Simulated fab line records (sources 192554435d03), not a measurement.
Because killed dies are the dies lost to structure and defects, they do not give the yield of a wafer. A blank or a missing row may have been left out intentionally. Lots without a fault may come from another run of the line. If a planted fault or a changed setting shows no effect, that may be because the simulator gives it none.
Chamber matching	flow n5_finfet	N5_FIN_SAQP_MANDREL2_REMOVE_60 on rie_si-03 has 4 sister chambers
The step chemistry HBr/Cl2/O2, target a-Si, stops on SiNx, bt time 10 s. 8 wafers are shown with their chamber, then 7 later ones without.

== WAFERS PAIRED WITH THEIR CHAMBERS ==
wafer	chamber	drypump_motor_current_A (A)	oes_product_au (a.u.)
L075.4	3	5.8	0.988
L078.2	1	5.8	1.019
L078.6	2	5.8	0.999
L080.1	0	6.2	1.022
L080.3	2	5.9	1.000
L080.5	3	5.8	0.988
L083.3	0	6.2	1.009
L083.5	1	5.8	1.012

== WAFERS WITHOUT THEIR CHAMBER ==
wafer	drypump_motor_current_A (A)	oes_product_au (a.u.)
L083.6	6.2	1.010
L088.1	5.9	0.999
L088.3	6.2	1.003
L088.6	5.8	1.025
L090.2	5.8	0.967
L090.5	5.8	0.968
L090.6	5.9	0.994

== CHAMBER TAKEN BY EACH ==
wafer	from the rows above	in truth
L083.6	0	0
L088.1	2	2
L088.3	0	0
L088.6	1	1
L090.2	3	3
L090.5	3	3
L090.6	can't be placed: 2 or 3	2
Correctly placed: 6 of 7. Unplaceable from these rows: 1, with the true chamber sitting among the candidates in 1. Number placed wrongly: 0.
How it was worked out, from the rows above alone: a wafer's distance from a chamber is the root of the sum, over the readings, of the square of ((its reading less the chamber's mean) divided by the reading's scatter). The wafer belongs to the nearest chamber; if the next one is less than 2 further off, it can't be placed. The mean given for a chamber averages the wafers shown for that chamber. The scatter is the square root of a quotient: the sum, over the shown wafers, of each reading's squared deviation from its chamber's mean, divided by wafers minus chambers.
